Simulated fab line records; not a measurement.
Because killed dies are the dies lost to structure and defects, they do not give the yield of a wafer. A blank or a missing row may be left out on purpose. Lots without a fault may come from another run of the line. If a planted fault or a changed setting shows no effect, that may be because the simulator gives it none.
The tool behind it: which one? ; flow nand harc ; 39 wafers from 13 lots sampled at 4 of the route's 1302 steps

## WHAT THE GAUGES SHOWED, per wafer
Not one reading of a measure or inspect step in the record can be checked against a usual standard deviation.

## EACH LOT AND THE TOOL THAT RAN IT (in order: tool; ch and the chambers of the sampled wafers; start)
lot;NHARC_A_STAIRCASE_DESCUM_186;NHARC_A_STAIRCASE_ETCH_192;NHARC_A_STAIRCASE_ETCH_199;NHARC_A_STAIRCASE_TRIM_202
L452;rie diel-03 ch 0,1,3, day 15 14:51;rie diel-03 ch 0,1,3, day 15 15:52;rie diel-05 ch 1,2,3, no start;rie diel-05 ch 1,2,3, no start
L451;rie diel-05 ch 1,2,3, day 15 21:11;rie diel-05 ch 0,2,3, day 15 21:56;rie diel-05 ch 1,2,3, no start;rie diel-05 ch 0,2,3, no start
L453;rie diel-05 ch 1,2, day 16 21:52;rie diel-05 ch 1,2, day 16 22:34;rie diel-05 ch 0,3, no start;rie diel-05 ch 1,2,3, no start
L454;rie diel-05 ch 0,1,2, day 17 06:11;rie diel-05 ch 1,2,3, day 17 06:52;rie diel-05 ch 1,2, no start;rie diel-05 ch 0,1, no start
L455;rie diel-03 ch 0,1, day 17 14:07;rie diel-03 ch 1,3, day 17 14:53;rie diel-07 ch 1,3, no start;rie diel-07 ch 1,2,3, no start
L456;rie diel-03 ch 1,2,3, day 17 14:17;rie diel-03 ch 2,3, day 17 15:05;rie diel-03 ch 0,1,2, no start;rie diel-03 ch 0,1,2, no start
L458;rie diel-07 ch 0,1, day 18 13:25;rie diel-07 ch 0,1, day 18 14:18;rie diel-05 ch 0,3, no start;rie diel-05 ch 1,2, no start
L457;rie diel-07 ch 0,1, day 18 17:03;rie diel-07 ch 0,1,2, day 18 18:18;rie diel-03 ch 1,2, no start;rie diel-03 ch 1,3, no start
L467;rie diel-07 ch 1,2,3, day 22 08:56;rie diel-07 ch 1,2,3, day 22 09:59;rie diel-05 ch 0,1, no start;rie diel-05 ch 0,1,2, no start
L468;rie diel-07 ch 0,3, day 22 23:04;rie diel-07 ch 0,1,2, day 22 23:46;rie diel-05 ch 0,2,3, no start;rie diel-05 ch 0,1,3, no start
L472;rie diel-03 ch 0,1,3, day 24 10:55;rie diel-03 ch 0,1,2, day 24 11:37;rie diel-03 ch 0,1,3, no start;rie diel-03 ch 0,1,3, no start
L471;rie diel-03 ch 0,2,3, day 24 14:46;rie diel-03 ch 0,1,3, day 24 15:34;rie diel-03 ch 0,2,3, no start;rie diel-03 ch 0,1,3, no start
L474;rie diel-03 ch 2,3, day 24 22:43;rie diel-03 ch 2,3, day 24 23:33;rie diel-07 ch 1,3, no start;rie diel-07 ch 2,3, no start
- NHARC_A_STAIRCASE_DESCUM_186: chemistry O2, time 3 s.
- NHARC_A_STAIRCASE_ETCH_192: etches the open film in C4F8/O2, target depth 100 nm, time 40.5 s.
- NHARC_A_STAIRCASE_ETCH_199: etches the open film in C4F8/O2, target depth 100 nm, time 40.5 s.
- NHARC_A_STAIRCASE_TRIM_202: chemistry O2, time 211.2 s.

## WHAT THE TOOLS THEMSELVES READ (means of the sampled wafers that have a number; where no wafer has one, the mark that the record gives instead)
NHARC_A_STAIRCASE_DESCUM_186. Usual: drypump motor current A 5.9 A, standard deviation 0.4; oes product au 1.002 a.u., standard deviation 0.0086; rf vpp V 58.2 V, standard deviation 0.96; showerhead plenum p Torr 1.96 Torr, standard deviation 0.11; throttle valve pct 11.309 %, standard deviation 0.0086.
lot;tool;drypump motor current A (A);oes product au (a.u.);rf vpp V (V);showerhead plenum p Torr (Torr);throttle valve pct (%);flag
L452;rie diel-03;6.1;0.998;57.6;1.88;11.312;
L451;rie diel-05;5.7;0.999;58.3;1.94;11.309;
L453;rie diel-05;5.9;1.002;57.8;1.98;11.318;
L454;rie diel-05;5.5;0.993;58.3;1.95;11.304;
L455;rie diel-03;5.9;1.008;57.9;1.78;11.312;
L456;rie diel-03;6.2;1.001;59.4;1.96;11.313;
L458;rie diel-07;5.9;0.992;58.3;2.01;11.304;
L457;rie diel-07;5.9;0.993;58.7;2.01;11.306;
L467;rie diel-07;5.9;1.001;57.3;1.93;11.307;
L468;rie diel-07;6.0;0.995;57.6;1.97;11.308;
L472;rie diel-03;6.1;1.005;58.1;1.96;11.304;
L471;rie diel-03;6.1;0.996;59.0;1.95;11.304;
L474;rie diel-03;6.5;1.005;58.2;2.05;11.315;

NHARC_A_STAIRCASE_ETCH_192. Usual: oes product au 0.946 a.u., standard deviation 0.01; rf vpp V 898 V, standard deviation 7.2; run length s 62.0 s, standard deviation 0.54.
lot;tool;oes product au (a.u.);rf vpp V (V);run length s (s);flag
L452;rie diel-03;0.928;894;62.2;
L451;rie diel-05;0.943;901;62.1;
L453;rie diel-05;0.943;900;62.0;
L454;rie diel-05;0.941;898;62.1;
L455;rie diel-03;0.938;895;62.2;
L456;rie diel-03;0.938;905;61.9;
L458;rie diel-07;0.942;903;61.5;
L457;rie diel-07;0.943;898;61.6;
L467;rie diel-07;0.957;897;40.7;OFF
L468;rie diel-07;0.953;896;40.9;OFF
L472;rie diel-03;0.949;898;62.4;
L471;rie diel-03;0.938;899;62.2;
L474;rie diel-03;0.950;903;61.7;

NHARC_A_STAIRCASE_ETCH_199. Usual: oes product au 0.948 a.u., standard deviation 0.012; rf vpp V 898 V, standard deviation 6.7; run length s 62.1 s, standard deviation 0.54.
lot;tool;oes product au (a.u.);rf vpp V (V);run length s (s);flag
L452;rie diel-05;0.957;898;62.0;
L451;rie diel-05;0.945;898;62.4;
L453;rie diel-05;0.955;899;62.2;
L454;rie diel-05;0.947;901;61.6;
L455;rie diel-07;0.951;902;61.2;
L456;rie diel-03;0.947;892;62.5;
L458;rie diel-05;0.947;898;62.8;
L457;rie diel-03;0.923;893;62.4;
L467;rie diel-05;0.937;893;61.5;
L468;rie diel-05;0.954;899;62.3;
L472;rie diel-03;0.951;898;62.1;
L471;rie diel-03;0.953;898;62.0;
L474;rie diel-07;0.952;900;61.4;

NHARC_A_STAIRCASE_TRIM_202. Usual: drypump motor current A 5.8 A, standard deviation 0.49; oes product au 1.000 a.u., standard deviation 0.0087; rf vpp V 58.0 V, standard deviation 0.99; showerhead plenum p Torr 3.60 Torr, standard deviation 0.19; throttle valve pct 17.036 %, standard deviation 0.0097.
lot;tool;drypump motor current A (A);oes product au (a.u.);rf vpp V (V);showerhead plenum p Torr (Torr);throttle valve pct (%);flag
L452;rie diel-05;5.7;0.999;58.2;3.58;17.033;
L451;rie diel-05;5.4;1.006;57.2;3.66;17.039;
L453;rie diel-05;5.7;0.996;58.2;3.58;17.037;
L454;rie diel-05;5.2;0.994;58.3;3.45;17.039;
L455;rie diel-07;5.9;0.995;58.5;3.57;17.039;
L456;rie diel-03;5.9;1.010;57.4;3.46;17.039;
L458;rie diel-05;6.0;0.987;57.5;3.63;17.040;
L457;rie diel-03;6.3;0.996;58.1;3.45;17.043;
L467;rie diel-05;5.5;0.995;58.5;3.56;17.036;
L468;rie diel-05;5.2;0.997;57.1;3.50;17.031;
L472;rie diel-03;6.1;1.005;57.5;3.61;17.038;
L471;rie diel-03;6.1;0.998;59.2;3.61;17.039;
L474;rie diel-07;6.0;1.001;57.7;3.49;17.029;

## THE ANSWER, worked out from the rows above alone
Rule: lot off if the mean of its wafers having a number is beyond 3 standard deviations from the usual mean. A lot without any number at a reading at which 4 lots or more have one is off too. All remaining lots with rows at the step are treated as sound. After the gauges, taken in route order, come the tools' own readings; for these a lot's mean is taken, as printed above. The first step at which some lot is off is used, and at that step the reading that is off furthest; a lot without a number counts as furthest.
Off, at NHARC_A_STAIRCASE_ETCH_192 on run length s: L467, L468.
If a tool, at that step or one of the process steps before it, ran each lot that is off and ran no sound lot following the first of them, it fits. One fits: NHARC_A_STAIRCASE_DESCUM_186 and NHARC_A_STAIRCASE_ETCH_192 on rie diel-07. At NHARC_A_STAIRCASE_DESCUM_186 its last sound lot is L457 (day 18 17:03), its first lot that is off L467 (day 22 08:56): a fault that began between those two fits.

## WHAT THE SIMULATOR HAD PUT IN
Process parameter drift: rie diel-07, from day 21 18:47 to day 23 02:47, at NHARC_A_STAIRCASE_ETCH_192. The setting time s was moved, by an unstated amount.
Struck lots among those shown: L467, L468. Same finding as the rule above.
